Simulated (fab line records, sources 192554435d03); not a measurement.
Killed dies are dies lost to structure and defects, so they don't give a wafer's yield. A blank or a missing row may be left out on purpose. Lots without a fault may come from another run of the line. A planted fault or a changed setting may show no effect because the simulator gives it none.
fab line records | flow n5_finfet
record lots=9 wafers=27 last_day=17
route steps=1938 shown ZERO_LAYER@4 WELL_APT@45 FIN_SAQP@111 BEOL_M4@1111
lots that met no fault: from a run of the same line without faults
start_h: hours from the record's first day to the start of the lot's first wafer shown | wait_h: hours since the lot's step before | " the same as in the row above | L1.1+2: a row that stands for several wafers | - no value, or no start given | * or withheld: withheld | < > ~ a bound
route shown NAME@n: a module of which the file shows steps, and the number in the route of the first | usual: mean/standard deviation of fault-free wafers | same: alike in all rows | chamber/n: place in a boat | sites: the reading at each site | _std_site: their standard deviation | _edge_site: outer sites' mean less inner sites' | radius_mm: how far each site lies from the wafer's centre | mask NAME#n: copy n | behind: the tool/chamber that last shaped the wafer | hold: why the lot was held/for how many hours/how that ended | device: the transistor (n, p or np) that didn't switch | end of line: the same wafers' tests at the end of the route | a step without rows: its recipe alone | killed: dies lost to structure and defects at the first sort, not the wafer's yield | map: a wafer's dies, x killed, . not, _ none there
set.NAME: the setting as run; set.NAME@STEP: as run at that earlier step | model.NAME: the simulator's own value behind a step, which no gauge read
steps of the route over a sample of lots; a table a step, a row a wafer
services: from which hour (start_h, from the record's first day; less than 0 if before it) a tool's chamber was out of use, for how many hours, and why
## steps
# step N5_ZERO_LAYER_PECVD_02
# recipe material=SiO2 target_thk_a=100 temp_c=400 precursor=SiH4/N2O pressure_torr=0.75 rf_w=275 time_s=6
# usual heater_power_w=706/84 rf_fwd_power_W=272.8/1.1 showerhead_plenum_p_Torr=8.10/0.082
# same time_s=6
# columns lot.wafer tool chamber start_h wait_h heater_power_w rf_fwd_power_W showerhead_plenum_p_Torr
L847.1 pecvd-03 2 24.28 0.0 719 272.9 7.98
L847.4 " 2 " " 730 273.6 7.97
L847.5 " 2 " " 736 273.9 7.97
L850.2 pecvd-03 1 42.28 0.0 596 271.8 8.10
L850.3 " 2 " " 726 272.1 7.97
L850.5 " 0 " " 775 273.6 8.15
L854.1 pecvd-03 0 66.29 0.0 768 273.9 8.11
L854.3 " 2 " " 822 272.9 7.97
L854.5 " 1 " " 646 273.3 8.08
L855.1 pecvd-04 1 72.29 0.0 622 272.3 8.05
L855.3 " 0 " " 765 272.7 8.05
L855.5 " 2 " " 691 272.1 8.20
L856.2 pecvd-04 1 78.28 0.0 715 273.9 8.06
L856.4 " 2 " " 612 271.7 8.22
L856.5 " 0 " " 707 273.7 8.05
L857.2 pecvd-01 2 84.28 0.0 545 272.2 8.27
L857.4 " 2 " " 551 272.4 8.25
L857.6 " 0 " " 676 273.8 8.17
L863.1 pecvd-04 1 120.47 0.0 654 274.3 8.06
L863.4 " 2 " " 673 271.3 8.22
L863.5 " 1 " " 658 273.2 8.05
L867.1 pecvd-01 0 144.30 0.0 621 272.4 8.18
L867.2 " 1 " " 619 273.6 8.13
L867.6 " 2 " " 581 274.9 8.27
L868.1 pecvd-04 1 150.30 0.0 673 272.6 8.05
L868.2 " 2 " " 720 271.1 8.20
L868.4 " 0 " " 850 272.8 8.08
# step N5_WELL_APT_INSPECT_27
# recipe mode=adi inspect_instrument=macro
# usual raw_defect_count=2.2/1.5
# columns lot.wafer tool chamber start_h wait_h raw_defect_count
L847.1 defect_inspect-02 - 28.31 0.0 5
L847.4 " - " " 2
L847.5 " - " " 2
L850.2 defect_inspect-01 - 44.86 0.0 1
L850.3 " - " " 3
L850.5 " - " " 2
L854.1 defect_inspect-02 - 69.49 0.0 2
L854.3 " - " " 1
L854.5 " - " " 3
L855.1 defect_inspect-01 - 75.68 0.0 2
L855.3 " - " " 2
L855.5 " - " " 1
L856.2 defect_inspect-02 - 81.81 0.0 2
L856.4 " - " " 2
L856.5 " - " " 3
L857.2 defect_inspect-01 - 87.46 0.0 0
L857.4 " - " " 1
L857.6 " - " " 1
L863.1 defect_inspect-02 - 123.18 0.0 2
L863.4 " - " " 2
L863.5 " - " " 0
L867.1 defect_inspect-01 - 147.42 0.0 4
L867.2 " - " " 3
L867.6 " - " " 5
L868.1 defect_inspect-01 - 152.90 0.0 1
L868.2 " - " " 1
L868.4 " - " " 1
# step N5_WELL_APT_RTA_34
# recipe temp_c=1000 time_s=10 ambient=N2 idle_temp_c=600 ramp_up_c_per_s=150 ramp_down_c_per_s=60 cool_to_c=600
# usual lamp_power_pct=13.01/0.057 lamp_zone_1_pct=13.00/0.031 lamp_zone_2_pct=12.99/0.031 lamp_zone_3_pct=13.000/0.028 lamp_zone_4_pct=12.99/0.034 lamp_zone_5_pct=13.00/0.034 lamp_zone_6_pct=12.92/0.034 lamp_zone_7_pct=13.42/0.032 wafer_temp_C_max=1003.6/1
# same time_s=10
# columns lot.wafer tool chamber start_h wait_h lamp_power_pct lamp_zone_1_pct lamp_zone_2_pct lamp_zone_3_pct lamp_zone_4_pct lamp_zone_5_pct lamp_zone_6_pct lamp_zone_7_pct wafer_temp_C_max
L847.1 rtp_anneal-02 0 29.33 0.0 13.05 12.97 12.99 13.041 13.04 13.01 12.95 13.35 1002.2
L847.4 " 0 " " 12.99 12.98 13.01 12.978 13.01 13.03 12.95 13.44 1003.5
L847.5 " 0 " " 12.90 12.99 13.03 12.964 12.99 13.06 12.94 13.42 1005.2
L850.2 rtp_anneal-01 0 45.69 0.0 13.01 12.95 12.96 12.999 13.03 12.97 12.92 13.38 1003.8
L850.3 " 0 " " 12.95 13.00 12.98 13.048 13.02 12.99 12.91 13.37 1002.7
L850.5 " 0 " " 12.98 13.03 13.02 13.020 13.03 13.00 12.91 13.42 1002.6
L854.1 rtp_anneal-01 0 70.91 0.0 11.88 12.00 12.03 12.044 12.08 12.08 11.97 12.44 1002.9
L854.3 " 0 " " 12.09 12.01 12.08 12.077 12.06 12.01 11.99 12.47 1003.9
L854.5 " 0 " " 12.11 12.10 12.04 12.080 12.01 12.07 11.95 12.42 1004.0
L855.1 rtp_anneal-01 0 77.10 0.0 12.02 12.06 12.06 12.084 12.02 12.11 11.97 12.43 1003.0
L855.3 " 0 " " 12.06 12.02 12.10 12.033 12.05 12.07 11.99 12.41 1002.5
L855.5 " 0 " " 12.05 12.05 12.06 12.038 12.07 11.99 12.01 12.38 1002.4
L856.2 rtp_anneal-02 0 82.62 0.0 12.99 13.01 12.99 13.010 13.04 13.01 12.84 13.40 1003.1
L856.4 " 0 " " 13.06 12.93 12.98 12.993 13.04 13.01 12.99 13.38 1004.2
L856.5 " 0 " " 12.94 13.00 13.01 13.041 13.08 12.97 12.95 13.46 1003.8
L857.2 rtp_anneal-02 0 88.30 0.0 13.00 13.00 13.01 12.993 12.96 13.05 13.01 13.38 1002.5
L857.4 " 0 " " 13.05 13.01 13.04 12.986 13.04 13.03 12.90 13.43 1002.7
L857.6 " 0 " " 12.99 12.97 12.97 13.043 13.01 12.97 12.90 13.49 1003.9
L863.1 rtp_anneal-02 0 124.12 0.2 13.04 13.01 13.01 12.989 12.97 12.91 12.96 13.43 1004.7
L863.4 " 0 " " 13.02 12.98 13.02 12.988 13.00 12.99 12.93 13.43 1002.9
L863.5 " 0 " " 13.02 13.05 13.00 12.994 13.01 13.03 12.93 13.45 1003.8
L867.1 rtp_anneal-01 0 148.22 0.0 12.96 12.96 13.01 13.019 13.01 13.03 12.91 13.42 1004.1
L867.2 " 0 " " 13.06 13.02 12.97 13.036 12.95 12.93 12.89 13.43 1005.2
L867.6 " 0 " " 13.05 13.04 12.98 13.007 13.00 13.00 12.85 13.40 1005.2
L868.1 rtp_anneal-01 0 153.69 0.0 12.98 12.98 12.96 12.991 12.96 12.99 12.93 13.43 1002.2
L868.2 " 0 " " 13.02 13.02 13.03 13.001 12.97 13.00 12.88 13.43 1002.5
L868.4 " 0 " " 13.03 13.01 13.05 12.989 12.94 13.02 12.90 13.42 1001.9
# step N5_FIN_SAQP_CD_MEAS_16
# recipe target_cd_nm=35.6 landing_energy_ev=500 detector=se_inlens
# usual cd_nm=35.60/0.29
# columns lot.wafer tool chamber start_h wait_h cd_nm
L847.1 cd_sem-02 0 35.01 - 35.82
L847.4 " 0 " " 35.88
L847.5 " 0 " " 35.83
L850.2 cd_sem-01 0 51.29 - 35.61
L850.3 " 0 " " 35.32
L850.5 " 0 " " 35.33
L854.1 cd_sem-02 0 77.25 - 35.12
L854.3 " 0 " " 34.92
L854.5 " 0 " " 35.62
L855.1 cd_sem-03 0 83.44 - 35.75
L855.3 " 0 " " 35.61
L855.5 " 0 " " 35.63
L856.2 cd_sem-02 0 90.20 - 35.78
L856.4 " 0 " " 35.93
L856.5 " 0 " " 35.76
L857.2 cd_sem-03 0 94.54 - 35.63
L857.4 " 0 " " 35.41
L857.6 " 0 " " 35.62
L863.1 cd_sem-01 0 131.09 - 35.84
L863.4 " 0 " " 35.86
L863.5 " 0 " " 35.53
L867.1 cd_sem-01 0 154.02 - 35.34
L867.2 " 0 " " 35.46
L867.6 " 0 " " 35.36
L868.1 cd_sem-02 0 160.29 - 34.87
L868.2 " 0 " " 35.03
L868.4 " 0 " " 35.29
# step N5_BEOL_M4_RC_MEAS_101
# usual DIBL_N=36.3/1.2 DIBL_P=36.7/1.5 IOFF_N=0.164/0.02 IOFF_N_LONG=5.57e-05/1.9e-06 IOFF_P=0.214/0.024 ION_N=673/8.5 ION_P=461/5.9 SS_N=71.6/0.44 SS_P=73.3/0.55 VT_N=249.4/2.4 VT_P=-250.0/2.3
# columns lot.wafer tool chamber start_h wait_h DIBL_N[mV/V] DIBL_P[mV/V] IOFF_N[nA/um] IOFF_N_LONG[nA/um] IOFF_P[nA/um] ION_N[uA/um] ION_P[uA/um] SS_N[mV/dec] SS_P[mV/dec] VT_N[mV] VT_P[mV]
L847.1 prober-01 0 194.75 0.0 35.1 36.3 0.140 5.22e-05 0.184 657 452 71.0 72.7 250.2 -253.4
L847.4 " 0 " " 34.0 34.5 0.123 5.22e-05 0.166 662 454 71.6 72.7 251.7 -255.6
L847.5 " 0 " " 35.6 37.5 0.162 5.39e-05 0.199 678 459 71.6 73.4 249.5 -253.3
L850.2 prober-01 0 205.67 0.2 37.4 37.3 0.179 5.62e-05 0.263 691 480 71.8 73.7 247.9 -244.0
L850.3 " 0 " " 37.9 38.3 0.193 5.58e-05 0.274 672 466 72.1 74.0 243.3 -242.7
L850.5 " 0 " " 36.1 36.5 0.152 5.64e-05 0.238 689 474 71.8 73.6 246.9 -246.4
L855.1 prober-01 0 230.53 0.0 34.9 35.5 0.152 6.48e-05 0.205 679 468 71.4 73.2 250.3 -251.2
L855.3 " 0 " " 35.4 36.4 0.166 6.44e-05 0.214 677 463 71.4 73.4 247.4 -250.8
L855.5 " 0 " " 36.1 37.1 0.175 6.34e-05 0.225 674 458 71.8 73.9 247.5 -248.6
L854.1 prober-01 0 232.24 0.0 36.3 37.8 0.171 6.37e-05 0.235 688 471 71.7 73.8 245.2 -249.2
L854.3 " 0 " " 36.8 38.2 0.168 6.29e-05 0.242 677 465 71.7 72.6 248.6 -249.1
L854.5 " 0 " " 36.5 37.6 0.159 6.24e-05 0.227 675 463 71.7 73.7 250.6 -249.4
L856.2 prober-02 0 233.36 0.2 38.5 39.1 0.217 5.34e-05 0.266 692 470 72.3 74.8 247.0 -248.6
L856.4 " 0 " " 36.8 37.5 0.172 5.25e-05 0.242 673 459 72.2 74.5 250.8 -247.8
L856.5 " 0 " " 35.9 35.4 0.151 5.29e-05 0.201 667 456 71.6 73.4 251.7 -251.3
L857.2 prober-02 0 247.90 0.2 37.8 36.6 0.164 5.47e-05 0.201 673 456 71.4 73.5 248.8 -251.1
L857.4 " 0 " " 36.2 35.0 0.148 5.5e-05 0.183 663 451 71.5 73.3 250.9 -253.0
L857.6 " 0 " " 37.2 35.5 0.161 5.39e-05 0.202 663 451 72.0 73.1 250.2 -249.0
L863.1 prober-01 0 280.96 0.0 33.7 35.5 0.131 5.68e-05 0.181 664 458 71.2 72.7 252.4 -252.3
L863.4 " 0 " " 32.4 33.5 0.114 5.77e-05 0.160 662 455 71.1 72.2 254.5 -253.9
L863.5 " 0 " " 34.8 36.5 0.151 5.71e-05 0.200 660 454 70.9 73.3 249.7 -249.8
L867.1 prober-02 0 302.79 0.0 38.4 38.8 0.186 5.44e-05 0.236 677 466 71.4 73.5 249.3 -249.4
L867.2 " 0 " " 39.1 39.1 0.205 5.44e-05 0.240 685 467 72.2 73.5 246.7 -248.1
L867.6 " 0 " " 37.7 37.5 0.175 5.51e-05 0.207 684 463 71.6 72.5 248.6 -252.9
L868.1 prober-02 0 307.18 0.0 36.3 38.1 0.159 5.29e-05 0.214 680 465 71.2 73.8 251.0 -251.5
L868.2 " 0 " " 36.1 38.3 0.160 5.32e-05 0.214 672 465 71.2 73.3 251.5 -250.7
L868.4 " 0 " " 38.6 40.1 0.200 5.34e-05 0.258 682 469 72.3 74.7 247.2 -249.7
## services
# columns tool chamber start_h hours kind
pecvd-04 1 7.34 10.2 scheduled_down
pecvd-04 0 17.54 2.1 scheduled_down
pecvd-03 1 24.03 6.8 repair
pecvd-03 2 24.84 2.1 scheduled_down
pecvd-03 - 27.97 0.9 repair
pecvd-04 - 56.13 2.8 pm
pecvd-04 - 112.14 0.4 repair
pecvd-04 0 140.44 5.5 scheduled_down
pecvd-04 - 140.80 0.6 repair
## key
first_sign step=N5_WELL_APT_RTA_34 reading=lamp_zone_3_pct direction=down sigmas=34 usual=* struck=*
effect step=N5_WELL_APT_RTA_34 reading=lamp_zone_7_pct direction=down sigmas=31 usual=* struck=*
effect step=N5_BEOL_M4_RC_MEAS_101 reading=IOFF_N_LONG direction=up sigmas=4.2 usual=5.57e-05 struck=6.36e-05
met_at N5_WELL_APT_RTA_34
struck_lots L854,L855
not_acting_at N5_ZERO_LAYER_PECVD_02,N5_WELL_APT_INSPECT_27,N5_FIN_SAQP_CD_MEAS_16
onset_between 45.69 70.91
fault kind=process_parameter_drift tool=rtp_anneal-01 chamber=- onset_h=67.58 steps=N5_WELL_APT_RTA_34 channel=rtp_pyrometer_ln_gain offset=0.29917 shape=step end_h=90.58
